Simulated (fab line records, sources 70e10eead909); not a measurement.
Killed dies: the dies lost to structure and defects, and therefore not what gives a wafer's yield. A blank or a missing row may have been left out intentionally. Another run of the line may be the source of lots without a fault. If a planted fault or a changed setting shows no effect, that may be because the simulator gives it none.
Matching of chambers | flow nand harc | NHARC_A_STAIRCASE_TRIM_12 on rie diel-09 has 3 sister chambers
The step chemistry O2, time 211.2 s. 6 wafers are shown with their chamber, then 4 later ones without.

WAFERS PAIRED WITH THEIR CHAMBERS
wafer  | chamber | drypump motor current A (A) | run length s (s)
L878.3 | 1       | 5.44                        | 233.0
L885.6 | 1       | 5.46                        | 233.1
L889.1 | 2       | 5.87                        | 232.5
L897.2 | 3       | 5.37                        | 233.3
L897.5 | 2       | 5.89                        | 232.9
L897.6 | 3       | 5.36                        | 233.2

WAFERS WHOSE CHAMBER IS MISSING
wafer  | drypump motor current A (A) | run length s (s)
L896.3 | 5.35                        | 233.7
L896.4 | 5.45                        | 232.8
L898.1 | 5.44                        | 232.8
L898.2 | 5.83                        | 232.5

EACH ONE'S CHAMBER
wafer  | from the rows above | in truth
L896.3 | 3                   | 3
L896.4 | 1                   | 1
L898.1 | 1                   | 1
L898.2 | 2                   | 2
Placed correctly: 4 of 4. From these rows, 0 cannot be placed. Wrongly placed: 0.
How it was worked out, from the rows above alone: a wafer's distance from a chamber is the root of the sum, over the readings, of the square of ((its reading less the chamber's mean) divided by the reading's scatter). If the next closest chamber is less than 2 further off than the closest, the wafer can't be placed; otherwise it belongs to the closest. The mean given for a chamber averages the wafers shown for that chamber. The scatter: take each reading less its chamber's mean, square it, sum over the shown wafers, divide by the number of wafers less the number of chambers, and take the root.
